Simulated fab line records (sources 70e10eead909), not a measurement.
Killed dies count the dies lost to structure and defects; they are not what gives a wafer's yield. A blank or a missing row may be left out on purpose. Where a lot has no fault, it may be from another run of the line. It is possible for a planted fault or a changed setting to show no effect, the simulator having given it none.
Matching of chambers :: flow nand_harc :: NHARC_THIN_TSV_DEP_47 on pecvd-03 has 3 sister chambers
The step deposits SiO2, target thk 200 nm. 6 wafers are shown with their chamber, then 7 later ones without.

EACH WAFER AND ITS CHAMBER
wafer: L083.1
chamber: 0
throttle_valve_pct (%): 15.9

wafer: L083.2
chamber: 1
throttle_valve_pct (%): 15.6

wafer: L092.5
chamber: 2
throttle_valve_pct (%): 15.4

wafer: L092.6
chamber: 1
throttle_valve_pct (%): 16.0

wafer: L095.1
chamber: 0
throttle_valve_pct (%): 15.9

wafer: L095.2
chamber: 2
throttle_valve_pct (%): 15.5

WAFERS MISSING THEIR CHAMBER
wafer: L095.4
throttle_valve_pct (%): 15.3

wafer: L097.1
throttle_valve_pct (%): 15.7

wafer: L097.4
throttle_valve_pct (%): 15.9

wafer: L097.5
throttle_valve_pct (%): 15.9

wafer: L094.3
throttle_valve_pct (%): 15.7

wafer: L094.4
throttle_valve_pct (%): 16.0

wafer: L094.6
throttle_valve_pct (%): 15.6

THE CHAMBER EACH PASSED THROUGH
wafer: L095.4
from the rows above: 2
in truth: 2

wafer: L097.1
from the rows above: can't be placed: 1 or 0 or 2
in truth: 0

wafer: L097.4
from the rows above: can't be placed: 0 or 1
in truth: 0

wafer: L097.5
from the rows above: can't be placed: 0 or 1
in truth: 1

wafer: L094.3
from the rows above: can't be placed: 1 or 0 or 2
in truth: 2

wafer: L094.4
from the rows above: can't be placed: 0 or 1
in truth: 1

wafer: L094.6
from the rows above: can't be placed: 2 or 1 or 0
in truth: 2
Correct placement for 1 of the 7. Unplaceable from these rows: 6, with the true chamber sitting among the candidates in 6. Wrongly placed: 0.
How it was worked out, from the rows above alone: a wafer's distance from a chamber is the root of the sum, over the readings, of the square of ((its reading less the chamber's mean) divided by the reading's scatter). If the next closest chamber is less than 2 further off than the closest, the wafer can't be placed; otherwise it belongs to the closest. Each chamber's mean is taken over the wafers shown for it. The scatter: take each reading less its chamber's mean, square it, sum over the shown wafers, divide by the number of wafers less the number of chambers, and take the root.
